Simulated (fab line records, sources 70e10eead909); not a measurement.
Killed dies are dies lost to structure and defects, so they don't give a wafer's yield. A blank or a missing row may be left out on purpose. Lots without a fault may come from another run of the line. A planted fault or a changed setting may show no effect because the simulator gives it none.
Chamber matching | flow nand_harc | NHARC_P_GATE_DEP_103 on pecvd-01: 3 sister chambers
The step deposits SiON, target thk 30 nm. 14 wafers are shown with their chamber, then 7 later ones without.

WAFERS WITH THEIR CHAMBER
wafer  | chamber | heater_power_w (W)
L074.1 | 0       | 738
L074.3 | 2       | 611
L074.4 | 2       | 618
L075.1 | 2       | 669
L075.3 | 1       | 719
L075.5 | 1       | 715
L076.2 | 1       | 748
L076.4 | 2       | 655
L076.5 | 0       | 840
L079.1 | 2       | 594
L079.4 | 1       | 692
L079.6 | 0       | 816
L083.3 | 0       | 814
L083.5 | 2       | 677

SIGNATURES (means of the wafers above)
reading        | chamber 0 | chamber 1 | chamber 2 | scatter within a chamber
heater_power_w | 802.00    | 718.50    | 637.33    | 34.8
Rule: a wafer's distance from a chamber is the root of the sum, over the readings, of the square of ((its reading less the chamber's mean) divided by the reading's scatter). The wafer belongs to the nearest chamber; if the next one is less than 2 further off, it can't be placed. The scatter: the root of (the sum of the squares of (reading less its chamber's mean) over the shown wafers, divided by (wafers less chambers)).

WAFERS WITHOUT THEIR CHAMBER
wafer  | heater_power_w (W)
L083.6 | 658
L086.1 | 666
L086.4 | 661
L086.5 | 732
L090.2 | 675
L090.4 | 858
L090.5 | 674

WHICH CHAMBER EACH WENT THROUGH
wafer  | from the rows above     | in truth
L083.6 | can't be placed: 2 or 1 | 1
L086.1 | can't be placed: 2 or 1 | 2
L086.4 | can't be placed: 2 or 1 | 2
L086.5 | can't be placed: 1 or 0 | 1
L090.2 | can't be placed: 2 or 1 | 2
L090.4 | 0                       | 0
L090.5 | can't be placed: 2 or 1 | 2
Placed correctly: 1 of 7. Can't be placed from these rows: 6 (the true chamber is among the candidates in 6). Placed wrongly: 0.
